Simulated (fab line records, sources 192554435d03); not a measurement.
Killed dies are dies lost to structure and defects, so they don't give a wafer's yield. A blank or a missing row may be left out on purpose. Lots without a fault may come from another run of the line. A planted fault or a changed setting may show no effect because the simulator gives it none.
A struck lot beside a sound one | flow n5_finfet | 31 steps out of a route of 1938
Sound: wafers L135.1, L135.2, L135.5. Struck: wafer L144.3. (L144.1, L144.6 of the same lot were not struck and are left out.) The cause comes at the end.
At each step with rows: each side's tool, then ch and its chambers, then its first start. Under that, the readings that differ: sound wafers | struck wafers | difference of the means | sigmas: that difference in standard deviations of wafers without a fault.
alike: readings whose means differ by less than 2 such deviations, and words and numbers that are the same on both sides. not compared: withheld readings, readings that some wafer has no value for, bounds like >300 that may hide the same value, and numbers for which the record gives no deviation and whose values overlap.
The two part at a step that has a row with sigmas, a row that says differs or no value, or rows on one side only. Numbers that don't overlap but have no deviation are shown without sigmas and don't part them. A reading that every wafer of one side lacks parts them only if that side has two wafers or more.

first, 1 step without rows for these wafers: N5_PASSIVATION_HARDBAKE_31 (time 120 s).
N5_PASSIVATION_CD_MEAS_30: target cd 4000 nm.
  sound on cd_sem-01 ch 0, day 13 20:13; struck on cd_sem-03 ch 0, day 16 03:20
  alike: cd_nm
N5_PASSIVATION_OVL_MEAS_63:
  sound on overlay-02 ch 0, day 13 20:15; struck on overlay-02 ch 0, day 16 03:22
  reading      | sound  | struck | difference | sigmas
  PAD_OVL (nm) | 1 15 9 | -4     | -12        | -2
N5_PASSIVATION_INSPECT_64: inspects for defects (macro).
  sound on defect_inspect-01, day 13 20:16; struck on defect_inspect-01, day 16 03:23
  alike: raw_defect_count
N5_PASSIVATION_DESCUM_32: chemistry O2, time 7.9 s.
  sound on rie_diel-04 ch 1,2,3, day 13 20:22; struck on rie_diel-05 ch 2, day 16 03:25
  alike: drypump_motor_current_A, oes_product_au, rf_vpp_V, showerhead_plenum_p_Torr, throttle_valve_pct
  not compared: rf_hours_counter_h
then, 1 step without rows for these wafers: N5_PASSIVATION_AL_ETCH_33 (etches Al in Cl2/BCl3, stops on TaN, target depth 2800 nm, time 466.7 s).
N5_PASSIVATION_ETCH_59: etches TaN in Cl2/BCl3, target depth 65 nm, time 34.9 s.
  sound on rie_metal-02 ch 0,1, day 13 20:51; struck on rie_metal-02 ch 0, day 16 03:54
  alike: drypump_motor_current_A, oes_product_au, throttle_valve_pct
  not compared: rf_hours_counter_h
then, 5 steps without rows for these wafers: N5_PASSIVATION_STRIP_34 (strips in O2); N5_PASSIVATION_STRIP_51 (strips in post etch residue remover, time 1200 s); N5_PASSIVATION_CLEAN_69 (cleans in IPA, time 180 s); N5_PASSIVATION_SRD_70 (time 30 s); N5_PASSIVATION_PECVD_53 (deposits SiO2 from TEOS/O2, target thk 800 nm, time 169.4 s).
N5_PASSIVATION_PECVD_35: deposits SiNx from SiH4/NH3/N2, target thk 700 nm, time 151.3 s.
  sound on pecvd-04 ch 0,1,2, day 13 21:41; struck on pecvd-01 ch 1, day 16 04:38
  reading                                        | sound             | struck | difference | sigmas
  run_length_s (s)                               | 195.3 195.4 195.4 | 153.9  | -41.5      | -85
  model.SiNx_of_PASSIVATION_PECVD_35.thk_nm (nm) | 691.6 698.6 701.2 | 505.2  | -191.9     |
  alike: heater_power_w, showerhead_plenum_p_Torr, throttle_valve_pct
  not compared: susceptor_temp_C
then, 8 steps without rows for these wafers: N5_PASSIVATION_HMDS_37 (time 60 s); N5_PASSIVATION_COAT_38; N5_PASSIVATION_EBR_40; N5_PASSIVATION_SOFTBAKE_39 (time 120 s); N5_PASSIVATION_EXPOSE_41 (exposes mask PASS OPEN, defocus 0 nm, target cd 40000 nm); N5_PASSIVATION_PEB_42; N5_PASSIVATION_DEVELOP_43 (develop time 60 s); N5_PASSIVATION_HARDBAKE_45 (time 120 s).
N5_PASSIVATION_CD_MEAS_44: target cd 40000 nm.
  sound on cd_sem-03 ch 0, day 13 22:14; struck on cd_sem-01 ch 0, day 16 05:11
  alike: cd_nm
N5_PASSIVATION_OVL_MEAS_66:
  sound on overlay-01 ch 0, day 13 22:16; struck on overlay-01 ch 0, day 16 05:13
  alike: PASS_OPEN_OVL
N5_PASSIVATION_INSPECT_67: inspects for defects (macro).
  sound on defect_inspect-01, day 13 22:18; struck on defect_inspect-01, day 16 05:14
  alike: raw_defect_count
N5_PASSIVATION_DESCUM_46: chemistry O2, time 7.9 s.
  sound on rie_diel-04 ch 0,1, day 13 22:22; struck on rie_diel-05 ch 3, day 16 05:17
  alike: drypump_motor_current_A, oes_product_au, rf_vpp_V, showerhead_plenum_p_Torr, throttle_valve_pct
  not compared: rf_hours_counter_h
N5_PASSIVATION_PASS_ETCH_47: etches SiNx in CF4/O2, target depth 770 nm, time 385 s.
  sound on rie_diel-04 ch 0,1, day 13 22:24; struck on rie_diel-05 ch 3, day 16 05:19
  alike: drypump_motor_current_A, oes_product_au, rf_vpp_V, showerhead_plenum_p_Torr, throttle_valve_pct
  not compared: rf_hours_counter_h
N5_PASSIVATION_ETCH_54: etches SiO2 in CHF3/O2, target depth 880 nm, time 440 s.
  sound on rie_diel-04 ch 0,1, day 13 22:38; struck on rie_diel-05 ch 3, day 16 05:32
  alike: drypump_motor_current_A, oes_product_au, rf_vpp_V, showerhead_plenum_p_Torr, throttle_valve_pct
  not compared: rf_hours_counter_h
then, 1 step without rows for these wafers: N5_PASSIVATION_STRIP_48 (strips in O2).
N5_PASSIVATION_STRIP_52: strips in post etch residue remover, time 1200 s.
  sound on wet_bench-06 ch 0,1,7, day 13 22:59; struck on wet_bench-04 ch 6, day 16 05:54
  reading                                        | sound             | struck | difference | sigmas
  model.SiNx_of_PASSIVATION_PECVD_35.thk_nm (nm) | 691.2 698.4 700.8 | 504.8  | -192.0     |
  alike: bath_guard_temp_C, bath_heat_duty_pct
then, 1 step without rows for these wafers: N5_PASSIVATION_CLEAN_71 (cleans in IPA, time 180 s).
N5_PASSIVATION_PROBE_49:
  sound on prober-02, day 14 01:25; struck on prober-01, day 16 08:25
  reading             | sound    | struck | difference | sigmas
  killed_at_M4_up     | 11 7 8   | 21     | +12        | +2
  killed_at_front_end | 31 48 29 | 62     | +26        | +2
  alike: defect_limited_yield, killed_at_M0_to_M3, killed_at_contacts, killed_at_other, killed_dies, killed_on_rim, killed_open, killed_short, sort_bin_5_function, sort_bin_6_memory, sort_n_pass, sort_yield_pct

WHERE THEY PART
First at N5_PASSIVATION_OVL_MEAS_63; last, within this record, at N5_PASSIVATION_PROBE_49.

WHY: what the simulator had put in
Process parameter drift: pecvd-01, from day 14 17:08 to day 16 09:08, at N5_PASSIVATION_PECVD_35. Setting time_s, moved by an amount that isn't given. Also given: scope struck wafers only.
